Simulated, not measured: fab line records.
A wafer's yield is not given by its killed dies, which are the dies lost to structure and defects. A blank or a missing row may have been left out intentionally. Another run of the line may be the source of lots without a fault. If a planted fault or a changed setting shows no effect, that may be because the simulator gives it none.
Tool commonality check	flow nand_harc	Sample size 10 lots and 30 wafers

REASON FOR OPENING
On 1 of the 10 lots, a flag is raised at NHARC_P_STI_CD_MEAS_09 on the reading cd_nm. Fault-free wafers read 201.3 nm, with a standard deviation of 1.6.
Rule: flag the lot when none of its wafers has a number, or when each of its wafers that has one lies beyond 4 standard deviations from that mean. The other lots count as sound.

lot	measured	on	cd_nm (nm), wafer by wafer	flag
L809	day 2 20:47	cd_sem-01	199.2 201.9 204.0	
L810	day 2 20:58	cd_sem-03	199.7 199.7 198.6	
L811	day 3 06:53	cd_sem-03	201.0 200.1 200.3	
L812	day 3 12:54	cd_sem-01	202.2 203.0 201.7	
L813	day 3 18:31	cd_sem-03	201.6 201.2 202.2	
L817	day 4 17:01	cd_sem-01	204.3 202.0 201.8	
L819	day 5 04:38	cd_sem-01	201.8 200.9 200.9	
L820	day 5 10:43	cd_sem-01	199.1 200.5 201.4	
L821	day 5 18:26	cd_sem-02	203.4 201.7 203.2	
L823	day 6 05:02	cd_sem-03	222.0 221.0 220.2	FLAGGED
On average the flagged lots' numbers are 221.1 nm, which is +19.8 nm against the usual, or +12 standard deviations.

EACH LOT AND THE TOOL IT RAN ON
The record holds 3 process steps before the reading, out of a route of 1159 steps. In each cell: the tool, then ch and the chambers that the sampled wafers went through, then the start.
lot	flag	NHARC_P_ZERO_WELL_ETCH_62	NHARC_P_ZERO_WELL_DESCUM_26	NHARC_P_STI_EXPOSE_06
L809		rie_diel-10 ch 0,1,2, day 1 20:47 or earlier	rie_diel-09 ch 0,1,2, day 1 20:47	krf_scanner-04 ch 0, day 2 20:38
L810		rie_diel-10 ch 2,3, day 2 02:45 or earlier	rie_diel-09 ch 1,3, day 2 02:45	krf_scanner-02 ch 0, day 2 20:49
L811		rie_diel-10 ch 0,1,3, day 2 08:47 or earlier	rie_diel-07 ch 1,2,3, day 2 08:47	krf_scanner-03 ch 0, day 3 06:44
L812		rie_diel-09 ch 2,3, day 2 14:49 or earlier	rie_diel-09 ch 0,2,3, day 2 14:49	krf_scanner-04 ch 0, day 3 12:45
L813		rie_diel-09 ch 1,2,3, day 2 20:39 or earlier	rie_diel-10 ch 0,1,2, day 2 20:39	krf_scanner-03 ch 0, day 3 18:22
L817		rie_diel-07 ch 0,3, day 3 20:47 or earlier	rie_diel-09 ch 0,1,3, day 3 20:47	krf_scanner-03 ch 0, day 4 16:52
L819		rie_diel-07 ch 1,3, day 4 08:47 or earlier	rie_diel-10 ch 0,3, day 4 08:47	krf_scanner-04 ch 0, day 5 04:29
L820		rie_diel-07 ch 2,3, day 4 14:38 or earlier	rie_diel-09 ch 1,3, day 4 14:38	krf_scanner-03 ch 0, day 5 10:34
L821		rie_diel-09 ch 1,2,3, day 4 20:44 or earlier	rie_diel-09 ch 1,3, day 4 20:44	krf_scanner-03 ch 0, day 5 18:17
L823	FLAGGED	rie_diel-10 ch 1,2, day 5 08:38 or earlier	rie_diel-09 ch 1,2, day 5 08:38	krf_scanner-03 ch 0, day 6 04:53
What these steps do:
- NHARC_P_ZERO_WELL_ETCH_62: etches the open film in CHF3/Ar, target depth 13 nm, time 6.5 s.
- NHARC_P_ZERO_WELL_DESCUM_26: chemistry O2, time 3 s.
- NHARC_P_STI_EXPOSE_06: exposes mask P STI, target cd 200 nm.
- NHARC_P_STI_CD_MEAS_09: target cd 200 nm.

FLAGGED AGAINST TOTAL, ONE TOOL AT A TIME (gauges that did the reading follow at the end)
step	tool	lots run	flagged	share of the flagged lots	sound lots run after its first flagged lot
NHARC_P_ZERO_WELL_ETCH_62	rie_diel-07	3	0	none	-
NHARC_P_ZERO_WELL_ETCH_62	rie_diel-09	3	0	none	-
NHARC_P_ZERO_WELL_ETCH_62	rie_diel-10	4	1	all	0
NHARC_P_ZERO_WELL_DESCUM_26	rie_diel-07	1	0	none	-
NHARC_P_ZERO_WELL_DESCUM_26	rie_diel-09	7	1	all	0
NHARC_P_ZERO_WELL_DESCUM_26	rie_diel-10	2	0	none	-
NHARC_P_STI_EXPOSE_06	krf_scanner-02	1	0	none	-
NHARC_P_STI_EXPOSE_06	krf_scanner-03	6	1	all	0
NHARC_P_STI_EXPOSE_06	krf_scanner-04	3	0	none	-
NHARC_P_STI_CD_MEAS_09	cd_sem-01	5	0	none	-
NHARC_P_STI_CD_MEAS_09	cd_sem-02	1	0	none	-
NHARC_P_STI_CD_MEAS_09	cd_sem-03	4	1	all	0
With no start given for some of its lots, NHARC_P_ZERO_WELL_ETCH_62 uses the hours and lot order of NHARC_P_ZERO_WELL_DESCUM_26.

WHAT THE TABLE ALLOWS
4 rows of the table ran every flagged lot: rie_diel-10 at NHARC_P_ZERO_WELL_ETCH_62, rie_diel-09 at NHARC_P_ZERO_WELL_DESCUM_26, krf_scanner-03 at NHARC_P_STI_EXPOSE_06, cd_sem-03 at NHARC_P_STI_CD_MEAS_09.
- rie_diel-10 at NHARC_P_ZERO_WELL_ETCH_62: 1 of its 4 lots flagged. A fault beginning between L811 (day 2 08:47), its last sound lot, and L823 (day 5 08:38), its first flagged one, fits the data.
- rie_diel-09 at NHARC_P_ZERO_WELL_DESCUM_26: 1 of its 7 lots flagged. A fault beginning between L821 (day 4 20:44), its last sound lot, and L823 (day 5 08:38), its first flagged one, fits the data.
- krf_scanner-03 at NHARC_P_STI_EXPOSE_06: 1 of its 6 lots flagged. A fault beginning between L821 (day 5 18:17), its last sound lot, and L823 (day 6 04:53), its first flagged one, fits the data.
- cd_sem-03 at NHARC_P_STI_CD_MEAS_09: 1 of its 4 lots flagged. A fault beginning between L813 (day 3 18:31), its last sound lot, and L823 (day 6 05:02), its first flagged one, fits the data.
A lot count leaves these 4 tools indistinguishable: every one of them fits a fault beginning at some hour. More lots, or a look at what each step does to the wafer, might.

WHAT HAD BEEN PUT IN BY THE SIMULATOR
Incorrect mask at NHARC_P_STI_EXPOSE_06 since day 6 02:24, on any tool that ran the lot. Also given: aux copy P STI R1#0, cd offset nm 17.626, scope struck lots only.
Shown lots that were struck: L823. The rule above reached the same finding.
